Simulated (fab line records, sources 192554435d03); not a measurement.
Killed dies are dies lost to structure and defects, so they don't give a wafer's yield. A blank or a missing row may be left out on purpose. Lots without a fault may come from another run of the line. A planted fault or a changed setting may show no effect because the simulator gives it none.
Chamber matching | flow n5_finfet | N5_BEOL_M3_DEP_57 on pecvd-01: 3 sister chambers
The step deposits SiCN from 3MS/NH3, target thk 8 nm, time 14 s. 6 wafers are shown with their chamber, then 12 later ones without.

WAFERS WITH THEIR CHAMBER
wafer  | chamber | showerhead_plenum_p_Torr (Torr) | throttle_valve_pct (%)
L089.1 | 1       | 3.681                           | 9.4
L089.2 | 2       | 3.657                           | 8.6
L089.3 | 0       | 3.693                           | 8.7
L089.4 | 2       | 3.664                           | 8.5
L089.5 | 1       | 3.683                           | 9.1
L089.6 | 0       | 3.694                           | 8.6

WAFERS WITHOUT THEIR CHAMBER
wafer  | showerhead_plenum_p_Torr (Torr) | throttle_valve_pct (%)
L091.1 | 3.694                           | 8.7
L091.2 | 3.683                           | 9.3
L091.3 | 3.654                           | 8.8
L091.4 | 3.665                           | 8.8
L091.5 | 3.678                           | 8.6
L091.6 | 3.685                           | 9.3
L096.3 | 3.658                           | 8.6
L096.4 | 3.698                           | 8.5
L096.5 | 3.674                           | 9.5
L097.1 | 3.688                           | 9.3
L097.3 | 3.662                           | 8.9
L097.4 | 3.685                           | 9.6

WHICH CHAMBER EACH WENT THROUGH
wafer  | from the rows above          | in truth
L091.1 | 0                            | 0
L091.2 | 1                            | 1
L091.3 | 2                            | 2
L091.4 | 2                            | 2
L091.5 | can't be placed: 1 or 0 or 2 | 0
L091.6 | 1                            | 1
L096.3 | 2                            | 2
L096.4 | 0                            | 0
L096.5 | 1                            | 1
L097.1 | 1                            | 1
L097.3 | 2                            | 2
L097.4 | 1                            | 1
Placed correctly: 11 of 12. Can't be placed from these rows: 1 (the true chamber is among the candidates in 1). Placed wrongly: 0.
How it was worked out, from the rows above alone: a wafer's distance from a chamber is the root of the sum, over the readings, of the square of ((its reading less the chamber's mean) divided by the reading's scatter). The wafer belongs to the nearest chamber; if the next one is less than 2 further off, it can't be placed. A chamber's mean is the mean of its shown wafers. The scatter: the root of (the sum of the squares of (reading less its chamber's mean) over the shown wafers, divided by (wafers less chambers)).
